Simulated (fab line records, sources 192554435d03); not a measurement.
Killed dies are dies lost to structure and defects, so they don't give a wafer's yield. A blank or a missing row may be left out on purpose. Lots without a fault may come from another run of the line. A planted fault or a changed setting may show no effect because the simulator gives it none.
fab line records | flow n5_finfet
record lots=5 wafers=14 last_day=17
route steps=1938 shown BEOL_M4@1106 BEOL_M5@1112
lots that met no fault: from a run of the same line without faults
start_h: hours from the record's first day to the start of the lot's first wafer shown | wait_h: hours since the lot's step before | " the same as in the row above | L1.1+2: a row that stands for several wafers | - no value, or no start given | * or withheld: withheld | < > ~ a bound
route shown NAME@n: a module of which the file shows steps, and the number in the route of the first | usual: mean/standard deviation of fault-free wafers | same: alike in all rows | chamber/n: place in a boat | sites: the reading at each site | _std_site: their standard deviation | _edge_site: outer sites' mean less inner sites' | radius_mm: how far each site lies from the wafer's centre | mask NAME#n: copy n | behind: the tool/chamber that last shaped the wafer | hold: why the lot was held/for how many hours/how that ended | device: the transistor (n, p or np) that didn't switch | end of line: the same wafers' tests at the end of the route | a step without rows: its recipe alone | killed: dies lost to structure and defects at the first sort, not the wafer's yield | map: a wafer's dies, x killed, . not, _ none there
set.NAME: the setting as run; set.NAME@STEP: as run at that earlier step | model.NAME: the simulator's own value behind a step, which no gauge read
lots at some steps of the route; a table a step, a row a wafer
services: from which hour (start_h, from the record's first day; less than 0 if before it) a tool's chamber was out of use, for how many hours, and why
## steps
# step N5_BEOL_M4_CO_CAP_55
# recipe material=Co target_thk_a=20 temp_c=200 precursor=CCTBA/H2 pressure_torr=30 time_s=102.1
# usual heater_power_w=230/14
# same time_s=102.1
# columns lot.wafer tool chamber start_h wait_h heater_power_w
L588.1 cvd_co-01 0 227.70 0.0 232
L588.4 " 2 " " 230
L588.6 " 1 " " 211
L590.1 cvd_co-02 2 230.83 0.0 246
L590.4 " 0 " " 221
L590.5 " 1 " " 231
L593.1 cvd_co-01 0 254.31 0.0 231
L593.2 " 1 " " 204
L593.6 " 2 " " 234
L600.3 cvd_co-01 2 288.81 0.0 229
L600.5 " 2 " " 231
L602.1 cvd_co-02 0 310.48 0.0 216
L602.3 " 2 " " 250
L602.4 " 2 " " 257
# step N5_BEOL_M4_PRE_CLEAN_56
# recipe gas=NH3 time_s=15 temp_c=withheld rf_power_w=300
# step N5_BEOL_M4_DEP_57
# recipe material=SiCN target_thk_a=80 temp_c=withheld precursor=3MS/NH3 pressure_torr=3 rf_w=202 time_s=14
# usual showerhead_plenum_p_Torr=3.663/0.014 throttle_valve_pct=9.2/0.35
# same time_s=14
# columns lot.wafer tool chamber start_h wait_h showerhead_plenum_p_Torr throttle_valve_pct
L588.1 pecvd-03 0 227.83 0.0 3.664 9.9
L588.4 " 0 " " 3.671 9.9
L588.6 " 1 " " 3.657 9.4
L590.1 pecvd-03 0 230.95 0.0 3.681 9.9
L590.4 " 0 " " 3.668 9.7
L590.5 " 2 " " 3.668 8.8
L593.1 pecvd-03 1 254.43 0.0 3.663 9.0
L593.2 " 0 " " 3.670 9.7
L593.6 " 0 " " 3.677 9.9
L600.3 pecvd-04 0 288.93 0.0 3.659 9.5
L600.5 " 0 " " 3.662 9.3
L602.1 pecvd-04 0 310.59 0.0 3.648 9.1
L602.3 " 1 " " 3.680 9.2
L602.4 " 2 " " 3.643 9.4
# step N5_BEOL_M4_RS_MEAS_58
# recipe thk_meas_gauge=four-point-probe reads=Co_of_BEOL_M4_CO_CAP_55+Cu_of_BEOL_M4_ECD_50+Co_of_BEOL_M4_CVD_47+TaN_of_BEOL_M4_ALD_84
# usual M4_RS=0.67/0.034
# columns lot.wafer tool chamber start_h wait_h M4_RS[ohm/sq]
L588.1 film_metro-02 - 227.92 0.1 0.64
L588.4 " - " " 0.61
L588.6 " - " " 0.63
L590.1 film_metro-02 - 231.04 0.1 0.66
L590.4 " - " " 0.65
L590.5 " - " " 0.69
L593.1 film_metro-01 - 254.50 0.0 0.68
L593.2 " - " " 0.67
L593.6 " - " " 0.69
L600.3 film_metro-02 - 289.00 0.1 0.74
L600.5 " - " " 0.66
L602.1 film_metro-01 - 310.66 0.0 0.73
L602.3 " - " " 0.65
L602.4 " - " " 0.70
# step N5_BEOL_M4_INSPECT_59
# recipe inspect_instrument=darkfield mode=post_dep
# usual raw_defect_count=70/24
# columns lot.wafer tool chamber start_h wait_h raw_defect_count
L588.1 defect_inspect-02 - 227.94 0.0 70
L588.4 " - " " 52
L588.6 " - " " 42
L590.1 defect_inspect-02 - 231.06 0.0 62
L590.4 " - " " 41
L590.5 " - " " 50
L593.1 defect_inspect-02 - 254.52 0.0 59
L593.2 " - " " 89
L593.6 " - " " 78
L600.3 defect_inspect-01 - 289.02 0.0 89
L600.5 " - " " 59
L602.1 defect_inspect-02 - 310.69 0.0 42
L602.3 " - " " 41
L602.4 " - " " 55
# step N5_BEOL_M5_ILD_DEP_00
# recipe material=SiCOH_lowk target_thk_a=1406.4 temp_c=300 precursor=DEMS/porogen pressure_torr=5 rf_w=500 time_s=25.9
# usual heater_power_w=267/48 showerhead_plenum_p_Torr=5.740/0.017 throttle_valve_pct=14.1/0.63
# same time_s=25.9
# columns lot.wafer tool chamber start_h wait_h heater_power_w showerhead_plenum_p_Torr throttle_valve_pct
L588.1 pecvd-02 1 228.93 0.8 315 5.725 14.8
L588.4 " 0 " " 323 5.771 13.2
L588.6 " 1 " " 317 5.728 14.9
L590.1 pecvd-03 2 232.05 0.8 271 5.703 12.9
L590.4 " 0 " " 187 5.732 15.1
L590.5 " 0 " " 194 5.744 15.0
L593.1 pecvd-03 1 255.51 0.8 257 5.743 14.4
L593.2 " 2 " " 278 5.734 13.5
L593.6 " 0 " " 181 5.735 15.0
L600.3 pecvd-03 1 290.02 0.5 202 5.743 14.3
L600.5 " 2 " " 279 5.726 13.4
L602.1 pecvd-04 2 311.67 0.8 241 5.718 14.5
L602.3 " 1 " " 239 5.771 13.6
L602.4 " 0 " " 249 5.713 14.2
# step N5_BEOL_M5_CURE_79
# recipe temp_c=385 time_s=240 ambient=He/Ar material=SiCOH_lowk
# step N5_BEOL_M5_THK_MEAS_01
# recipe reads=SiCOH_lowk_of_BEOL_M5_ILD_DEP_00
# usual M5_ILD_THK=120.2/1.7
# columns lot.wafer tool chamber start_h wait_h M5_ILD_THK[nm]
L588.1 film_metro-01 - 229.52 0.4 119.7
L588.4 " - " " 122.9
L588.6 " - " " 123.0
L590.1 film_metro-01 - 234.09 1.6 117.8
L590.4 " - " " 120.6
L590.5 " - " " 120.9
L593.1 film_metro-01 - 256.09 0.4 116.5
L593.2 " - " " 116.8
L593.6 " - " " 118.6
L600.3 film_metro-02 - 290.81 0.3 117.9
L600.5 " - " " 120.7
L602.1 film_metro-02 - 312.25 0.4 119.7
L602.3 " - " " 118.6
L602.4 " - " " 122.0
# step N5_BEOL_M5_PECVD_70
# recipe material=SiO2 target_thk_a=160 temp_c=400 precursor=TEOS/O2 pressure_torr=5.5 rf_w=450 teos_flow_sccm=53.8 gas=O2 flow_sccm=3000 time_s=18
# usual heater_power_w=635/80 showerhead_plenum_p_Torr=8.79/0.072 throttle_valve_pct=22.7/0.95
# same time_s=18
# columns lot.wafer tool chamber start_h wait_h heater_power_w showerhead_plenum_p_Torr throttle_valve_pct
L588.1 pecvd-03 0 229.56 0.0 513 8.79 24.4
L588.4 " 0 " " 515 8.81 24.2
L588.6 " 1 " " 543 8.82 23.2
L590.1 pecvd-03 2 234.12 0.0 603 8.78 21.6
L590.4 " 1 " " 617 8.79 22.9
L590.5 " 2 " " 607 8.76 21.4
L593.1 pecvd-03 2 256.12 0.0 618 8.77 21.5
L593.2 " 1 " " 609 8.81 23.1
L593.6 " 2 " " 608 8.78 21.5
L600.3 pecvd-04 0 290.86 0.1 648 8.70 22.9
L600.5 " 1 " " 586 8.87 22.4
L602.1 pecvd-04 1 312.28 0.0 571 8.90 22.0
L602.3 " 0 " " 604 8.69 22.9
L602.4 " 0 " " 593 8.69 23.0
# step N5_BEOL_M5_HM_DEP_02
# recipe material=TiN target_thk_a=200 temp_c=25 chamber_pressure_pa=0.49996
# step N5_BEOL_M5_COAT_59
# recipe resist=SOC temp_c=250 time_s=60 spin_rpm=1500 resist_thk_nm=60
# step N5_BEOL_M5_COAT_60
# recipe resist=SiARC temp_c=220 time_s=60 spin_rpm=1500 resist_thk_nm=12
# usual spin_speed_rpm=1500.1/0.93
# same time_s=60
# columns lot.wafer tool chamber start_h wait_h spin_speed_rpm model.SiARC_of_BEOL_M5_COAT_60.thk_nm
L588.1 litho_track-04 0 230.50 - 1499.7 12
L588.4 " 0 " " 1500.9 12
L588.6 " 0 " " 1500.3 12
L590.1 litho_track-01 0 234.35 - 1501.5 12
L590.4 " 0 " " 1501.5 12
L590.5 " 0 " " 1500.9 12
L593.1 litho_track-05 0 256.32 - 1499.3 12
L593.2 " 0 " " 1501.0 12
L593.6 " 0 " " 1502.2 12
L600.3 litho_track-05 0 292.87 - 1403.5 12.4
L600.5 " 0 " " 1404.0 12.4
L602.1 litho_track-01 0 312.60 - 1500.6 12
L602.3 " 0 " " 1499.3 12
L602.4 " 0 " " 1499.6 12
# step N5_BEOL_M5_COAT_71
# recipe resist=underlayer temp_c=205 time_s=60 spin_rpm=1500 resist_thk_nm=5
# step N5_BEOL_M5_COAT_05
# recipe resist=CAR-EUV spin_rpm=1500 resist_thk_nm=30
# step N5_BEOL_M5_EBR_07
# recipe solvent=PGMEA ebr_width_mm=1.5
# step N5_BEOL_M5_SOFTBAKE_06
# recipe temp_c=110 time_s=60 resist=CAR-EUV
# step N5_BEOL_M5_EXPOSE_08
# recipe mask_id=M5 na=0.33 source_shape=annular sigma_inner=0.4 sigma_outer=0.8 polarization=unpolarized target_cd_nm=28 dose_mj=35.75
# step N5_BEOL_M5_PEB_09
# recipe peb_temp_c=100 peb_time_s=60 resist=CAR-EUV
# step N5_BEOL_M5_DEVELOP_10
# recipe develop_time_s=30 developer=TMAH resist=CAR-EUV rinse_liquid=surfactant_rinse dry=air_spin dev_temp_c=23
# step N5_BEOL_M5_CD_MEAS_11
# recipe target_cd_nm=27.74 landing_energy_ev=500 detector=se_inlens
# usual cd_nm=28.03/0.27
# same landing_energy_ev=500
# columns lot.wafer tool chamber start_h wait_h cd_nm
L588.1 cd_sem-03 0 230.88 - 27.81
L588.4 " 0 " " 28.18
L588.6 " 0 " " 28.49
L590.1 cd_sem-03 0 234.74 - 28.08
L590.4 " 0 " " 27.82
L590.5 " 0 " " 27.79
L593.1 cd_sem-03 0 256.70 - 27.43
L593.2 " 0 " " 27.93
L593.6 " 0 " " 28.11
L600.3 cd_sem-02 0 293.13 - 27.99
L600.5 " 0 " " 27.93
L602.1 cd_sem-02 0 313.04 - 27.86
L602.3 " 0 " " 27.89
L602.4 " 0 " " 28.20
# step N5_BEOL_M5_OVL_MEAS_12
# recipe points_per_wafer=522
# usual M5_OVL=-0.3/0.68
# columns lot.wafer tool chamber start_h wait_h M5_OVL[nm]
L588.1 overlay-02 0 230.91 0.0 0.1
L588.4 " 0 " " 0.7
L588.6 " 0 " " 0.4
L590.1 overlay-01 0 234.77 0.0 -1.5
L590.4 " 0 " " -0.1
L590.5 " 0 " " -1.3
L593.1 overlay-02 0 256.74 0.0 0.4
L593.2 " 0 " " -0.2
L593.6 " 0 " " -0.6
L600.3 overlay-01 0 293.17 0.0 -0.7
L600.5 " 0 " " 0.1
L602.1 overlay-01 0 313.07 0.0 0.1
L602.3 " 0 " " 0.1
L602.4 " 0 " " -0.6
# step N5_BEOL_M5_INSPECT_13
# recipe mode=adi inspect_instrument=brightfield
# usual raw_defect_count=379/80
# columns lot.wafer tool chamber start_h wait_h raw_defect_count
L588.1 defect_inspect-02 - 230.97 0.1 420
L588.4 " - " " 358
L588.6 " - " " 512
L590.1 defect_inspect-02 - 234.83 0.1 284
L590.4 " - " " 371
L590.5 " - " " 329
L593.1 defect_inspect-02 - 256.80 0.1 256
L593.2 " - " " 384
L593.6 " - " " 396
L600.3 defect_inspect-01 - 293.22 0.0 363
L600.5 " - " " 288
L602.1 defect_inspect-02 - 313.13 0.1 327
L602.3 " - " " 181
L602.4 " - " " 268
# step N5_BEOL_M5_DESCUM_16
# recipe chemistry=O2 time_s=7 source_power_w=50 bias_power_w=20 pressure_mtorr=20 rf_frequency_hz=2.712e+07 temp_c=40 resist=CAR-EUV o2_flow_sccm=225
# usual bias_power_w=20.00/0.071 drypump_motor_current_A=5.8/0.41 oes_product_au=0.80/0.067 rf_vpp_V=243.6/1.5 showerhead_plenum_p_Torr=2.12/0.079 throttle_valve_pct=20.40/0.18
# same time_s=7
# columns lot.wafer tool chamber start_h wait_h bias_power_w drypump_motor_current_A oes_product_au rf_hours_counter_h rf_vpp_V showerhead_plenum_p_Torr throttle_valve_pct
L588.1 rie_diel-05 0 231.34 0.4 20.04 5.9 0.91 25 244.6 2.15 20.47
L588.4 " 2 " " 19.98 5.3 0.78 124 243.6 2.10 20.65
L588.6 " 1 " " 20.07 6.1 0.77 - 242.3 2.02 20.56
L590.1 rie_diel-04 1 234.86 0.0 19.81 5.8 0.84 67 244.3 2.21 20.49
L590.4 " 0 " " 20.05 5.1 0.75 - 243.3 2.08 20.35
L590.5 " 1 " " 19.87 5.8 0.85 - 245.3 2.21 20.50
L593.1 rie_diel-05 2 257.32 0.5 20.05 5.3 0.77 131 244.1 2.10 20.66
L593.2 " 3 " " 20.02 6.3 0.70 246 243.4 2.13 20.37
L593.6 " 0 " " 20.05 5.9 0.90 - 242.7 2.15 20.48
L600.3 rie_diel-01 3 293.25 0.0 19.95 6.0 0.75 189 243.3 2.08 20.33
L600.5 " 0 " " 19.90 6.1 0.70 - 243.4 2.16 20.50
L602.1 rie_diel-01 0 313.27 0.1 19.94 6.1 0.70 224 243.9 2.16 20.48
L602.3 " 2 " " 19.90 5.1 0.76 149 241.1 2.02 20.63
L602.4 " 1 " " 19.99 6.3 0.79 109 240.9 2.01 20.12
# step N5_BEOL_M5_ETCH_72
# recipe chemistry=N2/H2 target=underlayer target_depth_a=65 mask_material=CAR-EUV time_s=5.2 ion_energy_ev=200 pressure_mtorr=30 source_w=840 bias_w=150 n2_flow_sccm=200 h2_flow_sccm=200 ends=cleared
# step N5_BEOL_M5_ETCH_61
# recipe chemistry=CF4 target=SiARC target_depth_a=156 mask_material=CAR-EUV time_s=26 ion_energy_ev=80 pressure_mtorr=40 source_w=545 bias_w=36 Ar_flow_sccm=100 cf4_flow_sccm=100 ends=cleared
# usual cf4_flow_sccm=99.98/0.29 drypump_motor_current_A=5.8/0.42 etch_rf_on_time_s=25.7/0.61 oes_product_au=0.68/0.055 rf_vpp_V=184.3/1.2 showerhead_plenum_p_Torr=2.17/0.072 throttle_valve_pct=15.58/0.15
# columns lot.wafer tool chamber start_h wait_h cf4_flow_sccm drypump_motor_current_A etch_rf_on_time_s oes_product_au rf_hours_counter_h rf_vpp_V showerhead_plenum_p_Torr throttle_valve_pct model.etch.depth_nm
L588.1 rie_diel-05 0 231.39 0.0 100.05 5.9 27.1 0.76 25 185.2 2.19 15.50 12.01
L588.4 " 2 " " 99.83 5.3 26.0 0.66 124 184.9 2.14 15.76 11.97
L588.6 " 1 " " 100.42 6.1 25.5 0.67 - 183.2 2.08 15.76 11.97
L590.1 rie_diel-04 1 234.91 0.0 99.69 5.9 25.3 0.72 67 186.0 2.26 15.63 11.98
L590.4 " 0 " " 99.57 5.1 24.9 0.64 - 184.1 2.13 15.58 11.97
L590.5 " 1 " " 100.22 5.8 25.5 0.71 - 186.5 2.26 15.63 11.95
L593.1 rie_diel-05 2 257.37 0.0 99.84 5.3 25.8 0.65 131 184.1 2.14 15.79 11.91
L593.2 " 3 " " 100.11 6.2 25.1 0.61 246 185.5 2.19 15.76 11.96
L593.6 " 0 " " 100.23 5.9 26.9 0.74 - 185.9 2.18 15.52 11.93
L600.3 rie_diel-01 3 293.30 0.0 100.12 6.0 27.2 0.63 189 184.5 2.14 15.64 12.38
L600.5 " 0 " " 99.84 6.1 26.5 0.61 - 185.7 2.19 15.59 12.44
L602.1 rie_diel-01 0 313.32 0.0 99.91 6.1 25.9 0.60 224 185.1 2.19 15.62 11.99
L602.3 " 2 " " 100.22 5.2 26.1 0.65 149 182.8 2.07 15.77 11.98
L602.4 " 1 " " 99.96 6.3 26.2 0.67 109 184.3 2.08 15.44 11.97
# step N5_BEOL_M5_ETCH_62
# recipe chemistry=N2/H2 target=SOC target_depth_a=750 overetch_a=150 mask_material=SiARC temp_c=40 time_s=112.5 ion_energy_ev=200 pressure_mtorr=30 source_w=840 bias_w=150 n2_flow_sccm=200 h2_flow_sccm=200
# usual drypump_motor_current_A=5.8/0.42 oes_product_au=0.63/0.051 rf_vpp_V=524.6/2.7 showerhead_plenum_p_Torr=2.57/0.094 throttle_valve_pct=17.73/0.19
# same time_s=112.5
# columns lot.wafer tool chamber start_h wait_h drypump_motor_current_A oes_product_au rf_hours_counter_h rf_vpp_V showerhead_plenum_p_Torr throttle_valve_pct model.SiARC_of_BEOL_M5_COAT_60.thk_nm
L588.1 rie_diel-05 0 231.42 0.0 5.9 0.72 25 524.1 2.60 17.83 7
L588.4 " 2 " " 5.3 0.62 124 524.4 2.57 18.10 6.6
L588.6 " 1 " " 6.1 0.62 - 521.9 2.44 17.82 6.8
L590.1 rie_diel-04 1 234.94 0.0 5.8 0.65 67 526.8 2.69 17.84 6.6
L590.4 " 0 " " 5.1 0.59 - 523.6 2.51 17.61 6.6
L590.5 " 1 " " 5.9 0.65 - 527.3 2.69 17.83 6.6
L593.1 rie_diel-05 2 257.39 0.0 5.3 0.60 131 523.4 2.57 18.11 6.6
L593.2 " 3 " " 6.2 0.56 246 524.9 2.61 17.92 7
L593.6 " 0 " " 5.9 0.70 - 525.8 2.60 17.83 7
L600.3 rie_diel-01 3 293.33 0.0 6.0 0.59 189 522.7 2.52 17.65 7.4
L600.5 " 0 " " 6.1 0.56 - 524.8 2.62 17.83 7.2
L602.1 rie_diel-01 0 313.35 0.0 6.1 0.56 224 525.7 2.61 17.83 6.8
L602.3 " 2 " " 5.1 0.60 149 521.3 2.43 17.95 6.8
L602.4 " 1 " " 6.4 0.62 109 520.6 2.46 17.70 7
# step N5_BEOL_M5_STRIP_63
# recipe chemistry=N2/H2 temp_c=40 n2_flow_sccm=200 h2_flow_sccm=200 rf_frequency_hz=6e+07
## services
# columns tool chamber start_h hours kind
rie_diel-05 2 205.97 1.6 repair
pecvd-03 2 210.24 18.6 repair
rie_diel-05 - 216.89 0.8 repair
pecvd-03 1 230.40 2.1 scheduled_down
pecvd-04 0 233.51 2.1 scheduled_down
rie_diel-04 2 233.69 4.1 repair
pecvd-04 1 236.22 5.5 scheduled_down
pecvd-04 2 241.68 16.5 scheduled_down
rie_diel-04 2 252.40 19.3 repair
rie_diel-05 3 276.30 - clean
rie_diel-05 3 276.30 - consumable_replace:focus_ring
rie_diel-05 3 276.30 31.9 scheduled_down
rie_diel-05 3 276.30 31.9 vent_cycle
pecvd-04 1 277.93 6.6 repair
cvd_co-01 - 280.61 0.2 repair
pecvd-03 - 288.28 0.2 repair
pecvd-04 2 290.08 10.2 scheduled_down
pecvd-02 1 297.77 2.1 scheduled_down
pecvd-03 - 308.06 5.5 pm
## key
first_sign step=N5_BEOL_M5_COAT_60 reading=spin_speed_rpm direction=down sigmas=99+ usual=* struck=*
effect none on later readings
model_effect step=N5_BEOL_M5_COAT_60 value=SiARC_of_BEOL_M5_COAT_60.thk_nm without=12 struck=12.4
model_effect step=N5_BEOL_M5_ETCH_61 value=etch.depth_nm without=12 struck=12.41
model_effect step=N5_BEOL_M5_ETCH_62 value=SiARC_of_BEOL_M5_COAT_60.thk_nm without=6.9 struck=7.3
met_at N5_BEOL_M5_COAT_60
struck_wafers L600.3,L600.5
tester_left_out L600
onset_between 256.32 292.87
earlier_fault kind=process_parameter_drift tool=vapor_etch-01 chamber=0 onset_h=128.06 steps=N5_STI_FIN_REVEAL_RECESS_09 channel=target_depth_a offset=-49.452 shape=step acts_in=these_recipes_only stated=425
fault kind=process_parameter_drift tool=litho_track-05 chamber=- onset_h=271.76 steps=N5_BEOL_M5_COAT_60 channel=spin_rpm offset=* shape=step acts_in=* stated=*
# tester_left_out: of these lots the tester's yield and bins aren't shown, on N5 and GAA mostly nor the transistor test; their killed dies are dies lost to structure and defects alone, not to doping, threshold or leakage, so they don't give the yield
